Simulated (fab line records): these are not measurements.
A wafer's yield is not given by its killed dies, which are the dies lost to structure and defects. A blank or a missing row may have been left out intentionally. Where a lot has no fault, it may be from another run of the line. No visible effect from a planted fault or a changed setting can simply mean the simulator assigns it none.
Chamber matching    flow n5_finfet    N5_BEOL_M6_ETCH_62 on rie_diel-04: 4 sister chambers
The step etches SOC in N2/H2, target depth 110 nm, overetch 22 nm, time 165 s. 4 wafers are shown with their chamber, then 7 later ones without.

EACH WAFER AND ITS CHAMBER
wafer   chamber  showerhead_plenum_p_Torr (Torr)
L087.2  0        2.48
L087.5  2        2.46
L089.2  3        2.67
L089.3  1        2.48

WAFERS WHOSE CHAMBER IS MISSING
wafer   showerhead_plenum_p_Torr (Torr)
L089.6  2.48
L091.4  2.48
L091.5  2.48
L091.6  2.67
L097.1  2.45
L097.4  2.48
L097.5  2.48

WHICH CHAMBER EACH ONE RAN IN
wafer   from the rows above      in truth
L089.6  can't be placed: 0 or 1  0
L091.4  can't be placed: 0 or 1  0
L091.5  can't be placed: 0 or 1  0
L091.6  3                        3
L097.1  2                        2
L097.4  can't be placed: 0 or 1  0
L097.5  can't be placed: 0 or 1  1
Placed correctly: 2 of 7. These rows do not allow placing 5 (true chamber among the candidates in 5). Number placed wrongly: 0.
How it was worked out, from the rows above alone: a wafer's distance from a chamber is the root of the sum, over the readings, of the square of ((its reading less the chamber's mean) divided by the reading's scatter). If the next closest chamber is less than 2 further off than the closest, the wafer can't be placed; otherwise it belongs to the closest. Each chamber's mean is taken over the wafers shown for it. The scatter (one wafer shown for each chamber): square how far every hidden wafer sits from the nearest shown wafer, average those squares and take the square root.
